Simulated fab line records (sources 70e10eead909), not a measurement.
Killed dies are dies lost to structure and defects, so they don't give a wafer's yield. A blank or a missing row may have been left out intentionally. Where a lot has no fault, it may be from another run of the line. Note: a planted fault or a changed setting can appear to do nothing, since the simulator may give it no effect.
Which tool is to blame? -- flow nand_harc -- 12 lots, 36 wafers sampled, at 5 steps of a route of 1302

## WHAT THE GAUGES SHOWED, per wafer
NHARC_END_SORT_01. Usual: killed_at_array 58, standard deviation 15; killed_at_other 0.8, standard deviation 1.2; killed_at_periphery 3.5, standard deviation 2.5; killed_dies 62, standard deviation 15; killed_open 3.2, standard deviation 1.7; killed_short 2.4, standard deviation 1.5.
lot,measured,on,killed_at_array,killed_at_other,killed_at_periphery,killed_dies,killed_open,killed_short,flag
L407,day 24 04:58,prober-02,71 66 82,2 0 0,0 4 0,73 70 82,4 5 5,2 2 1,
L412,day 25 19:49,prober-01,43 48 58,1 0 1,6 3 3,50 51 62,4 5 2,2 2 4,
L422,day 30 11:59,prober-01,52 57,1 2,3 3,56 62,8 7,1 1,
L421,day 31 03:28,prober-01,34 31 38,4 1 2,2 2 3,40 34 43,6 2 3,2 2 3,
L423,day 31 04:17,prober-02,68 75 55,1 2 1,1 0 2,70 77 58,0 3 3,1 0 4,
L426,day 31 14:07,prober-02,63 60 91,0 1 0,3 1 5,66 62 96,1 3 3,1 1 4,
L425,day 32 05:58,prober-02,39 51 49,0 0 0,10 4 5,49 55 54,4 2 3,1 2 1,
L427,day 32 19:12,prober-01,68 67 55,2 0 2,3 3 1,73 70 58,4 2 3,3 3 0,
L428,day 33 04:34,prober-02,57 63 61,1 0 0,5 1 5,63 64 66,3 3 3,5 1 4,

## WHAT TOOL EACH LOT RAN ON (gives the tool, then ch and the chambers of the sampled wafers, and finally the start)
lot,NHARC_A_STAIRCASE_HM_OPEN_457,NHARC_A_STAIRCASE_HM_DEP_462,NHARC_A_STAIRCASE_DEP_301,NHARC_A_STAIRCASE_ETCH_313
L407,"rie_diel-04 ch 1,2, day 16 16:28 or earlier","acl_dep-03 ch 0, day 16 16:28","pecvd-02 ch 0,2, day 16 18:02","rie_diel-11 ch 0,2,3, day 16 18:58"
L409,"rie_diel-12 ch 0,3, day 17 12:46 or earlier","acl_dep-03 ch 0, day 17 12:46","pecvd-04 ch 0,1,2, day 17 14:21","rie_diel-11 ch 0,3, day 17 15:16"
L412,"rie_diel-11 ch 0,1, day 18 14:24 or earlier","acl_dep-03 ch 0, day 18 14:24","pecvd-03 ch 0,2, day 18 16:19","rie_diel-04 ch 1,2,3, day 18 17:18"
L413,"rie_diel-12 ch 0,1,2, day 19 13:56 or earlier","acl_dep-01 ch 0, day 19 13:56","pecvd-03 ch 0,1,2, day 19 15:49","rie_diel-11 ch 0,1,2, day 19 16:53"
L422,"rie_diel-11 ch 1,3, day 22 17:29 or earlier","acl_dep-02 ch 0, day 22 17:29","pecvd-03 ch 0,2, day 22 19:21","rie_diel-11 ch 0,2,3, day 22 21:03"
L421,"rie_diel-11 ch 0,1,3, day 23 13:24 or earlier","acl_dep-03 ch 0, day 23 13:24","pecvd-02 ch 0,1,2, day 23 15:16","rie_diel-04 ch 1,2,3, day 23 16:20"
L423,"rie_diel-11 ch 0,1,3, day 23 18:29 or earlier","acl_dep-02 ch 0, day 23 18:29","pecvd-04 ch 0,2, day 23 20:20","rie_diel-04 ch 0,1,3, day 23 21:16"
L426,"rie_diel-11 ch 1,3, day 24 06:36 or earlier","acl_dep-03 ch 0, day 24 06:36","pecvd-04 ch 0,2, day 24 08:07","rie_diel-11 ch 0,2,3, day 24 09:12"
L425,"rie_diel-04 ch 0,2, day 24 16:04 or earlier","acl_dep-03 ch 0, day 24 16:04","pecvd-03 ch 0,1,2, day 24 17:56","rie_diel-12 ch 0,3, day 24 19:20"
L427,"rie_diel-11 ch 0,1, day 25 00:47 or earlier","acl_dep-02 ch 0, day 25 00:47","pecvd-03 ch 1,2, day 25 02:02","rie_diel-04 ch 0,2, day 25 03:05"
L428,"rie_diel-11 ch 0,2, day 25 08:49 or earlier","acl_dep-02 ch 0, day 25 08:49","pecvd-04 ch 0,1, day 25 10:43","rie_diel-04 ch 0,2,3, day 25 11:49"
L429,"rie_diel-04 ch 1,2,3, day 27 17:26 or earlier","acl_dep-01 ch 0, day 27 17:26","pecvd-03 ch 0,2, day 27 18:58","rie_diel-04 ch 0,1,3, day 27 20:02"
- NHARC_A_STAIRCASE_HM_OPEN_457: chemistry O2/COS.
- NHARC_A_STAIRCASE_HM_DEP_462: deposits aC, target thk 800 nm.
- NHARC_A_STAIRCASE_DEP_301: deposits SiON, target thk 30 nm.
- NHARC_A_STAIRCASE_ETCH_313: etches the open film in CF4/CHF3.

## WHAT THE TOOLS THEMSELVES READ (means of the sampled wafers that have a number; where no wafer has one, the mark that the record gives instead)
NHARC_A_STAIRCASE_HM_OPEN_457. Usual: drypump_motor_current_A 5.8 A, standard deviation 0.53; o2_flow_sccm 399.9 sccm, standard deviation 1.2; oes_product_au 1.000 a.u., standard deviation 0.0076; rf_vpp_V 467.6 V, standard deviation 2.5; showerhead_plenum_p_Torr 3.14 Torr, standard deviation 0.11; throttle_valve_pct 28.331 %, standard deviation 0.0095.
lot,tool,drypump_motor_current_A (A),o2_flow_sccm (sccm),oes_product_au (a.u.),rf_vpp_V (V),showerhead_plenum_p_Torr (Torr),throttle_valve_pct (%),flag
L407,rie_diel-04,6.4,400.2,1.000,466.5,3.12,28.330,
L409,rie_diel-12,5.4,399.1,0.999,465.3,3.05,28.331,
L412,rie_diel-11,6.3,400.6,1.000,469.8,3.23,28.326,
L413,rie_diel-12,5.3,400.3,1.000,467.4,3.14,28.334,
L422,rie_diel-11,5.4,399.6,1.007,467.8,3.13,28.332,
L421,rie_diel-11,5.8,400.3,0.999,466.6,3.17,28.339,
L423,rie_diel-11,5.8,399.7,1.003,467.8,3.17,28.335,
L426,rie_diel-11,5.8,401.3,0.999,468.7,3.17,28.331,
L425,rie_diel-04,5.9,401.1,0.997,466.3,3.12,28.336,
L427,rie_diel-11,6.3,399.6,0.999,469.2,3.20,28.333,
L428,rie_diel-11,6.2,399.8,1.002,469.0,3.18,28.339,
L429,rie_diel-04,6.3,399.8,1.001,470.8,3.27,28.327,

NHARC_A_STAIRCASE_HM_DEP_462. Usual: throttle_valve_pct at 35.000 %, with a standard deviation of 0.0087.
lot,tool,throttle_valve_pct (%),flag
L407,acl_dep-03,35.003,
L409,acl_dep-03,34.998,
L412,acl_dep-03,35.008,
L413,acl_dep-01,35.003,
L422,acl_dep-02,35.000,
L421,acl_dep-03,35.000,
L423,acl_dep-02,35.002,
L426,acl_dep-03,34.992,
L425,acl_dep-03,35.006,
L427,acl_dep-02,34.996,
L428,acl_dep-02,35.005,
L429,acl_dep-01,35.005,

NHARC_A_STAIRCASE_DEP_301. Usual: heater_power_w 786 W, standard deviation 140; rf_fwd_power_W 348.6 W, standard deviation 1.1; showerhead_vpp_V 1152 V, standard deviation 67.
lot,tool,heater_power_w (W),rf_fwd_power_W (W),showerhead_vpp_V (V),flag
L407,pecvd-02,765,348.4,1180,
L409,pecvd-04,761,347.8,1161,
L412,pecvd-03,973,301.1,1045,OFF
L413,pecvd-03,865,303.1,1077,OFF
L422,pecvd-03,868,346.9,1089,
L421,pecvd-02,787,348.1,1171,
L423,pecvd-04,775,348.0,1142,
L426,pecvd-04,687,349.1,1118,
L425,pecvd-03,800,349.1,1160,
L427,pecvd-03,870,349.8,1188,
L428,pecvd-04,661,347.4,1151,
L429,pecvd-03,757,349.0,1092,

NHARC_A_STAIRCASE_ETCH_313. Usual: drypump_motor_current_A 5.7 A, standard deviation 0.53; oes_product_au 0.934 a.u., standard deviation 0.021; rf_vpp_V 371.1 V, standard deviation 2; showerhead_plenum_p_Torr 1.59 Torr, standard deviation 0.056; throttle_valve_pct 16.802 %, standard deviation 0.0097.
lot,tool,drypump_motor_current_A (A),oes_product_au (a.u.),rf_vpp_V (V),showerhead_plenum_p_Torr (Torr),throttle_valve_pct (%),flag
L407,rie_diel-11,5.8,0.931,371.2,1.60,16.803,
L409,rie_diel-11,5.4,0.915,370.6,1.58,16.800,
L412,rie_diel-04,6.3,0.931,371.2,1.58,16.807,
L413,rie_diel-11,6.2,0.980,372.4,1.62,16.809,
L422,rie_diel-11,5.8,0.929,370.9,1.59,16.805,
L421,rie_diel-04,6.2,0.974,373.1,1.65,16.812,
L423,rie_diel-04,5.9,0.957,372.0,1.62,16.797,
L426,rie_diel-11,5.8,0.917,370.7,1.59,16.809,
L425,rie_diel-12,5.7,0.916,368.7,1.52,16.794,
L427,rie_diel-04,5.5,0.919,369.4,1.53,16.804,
L428,rie_diel-04,5.8,0.916,371.1,1.58,16.806,
L429,rie_diel-04,6.0,0.916,371.7,1.61,16.812,

## THE ANSWER, worked out from the rows above alone
Rule: take the mean of a lot's wafers that have a number; if it is more than 3 standard deviations from the usual mean, the lot is off. Also off: a lot with no number at a reading for which 4 or more lots have one. The other lots that the step has rows for count as sound. First the gauges in route order, then the tools' own readings, where a lot's mean is used as printed above. At the first step where some lot is off, the reading lying furthest off is the one used; lots without a number count as furthest.
Off: L412, L413 (NHARC_A_STAIRCASE_DEP_301, rf_fwd_power_W).
If a tool, at that step or one of the process steps before it, ran each lot that is off and ran no sound lot following the first of them, it fits. Because NHARC_A_STAIRCASE_HM_OPEN_457 lacks a start for some lots, the hours and order of its lots are taken from NHARC_A_STAIRCASE_HM_DEP_462. Not one of the candidates tried fits.

## WHAT WAS PUT IN BY THE SIMULATOR
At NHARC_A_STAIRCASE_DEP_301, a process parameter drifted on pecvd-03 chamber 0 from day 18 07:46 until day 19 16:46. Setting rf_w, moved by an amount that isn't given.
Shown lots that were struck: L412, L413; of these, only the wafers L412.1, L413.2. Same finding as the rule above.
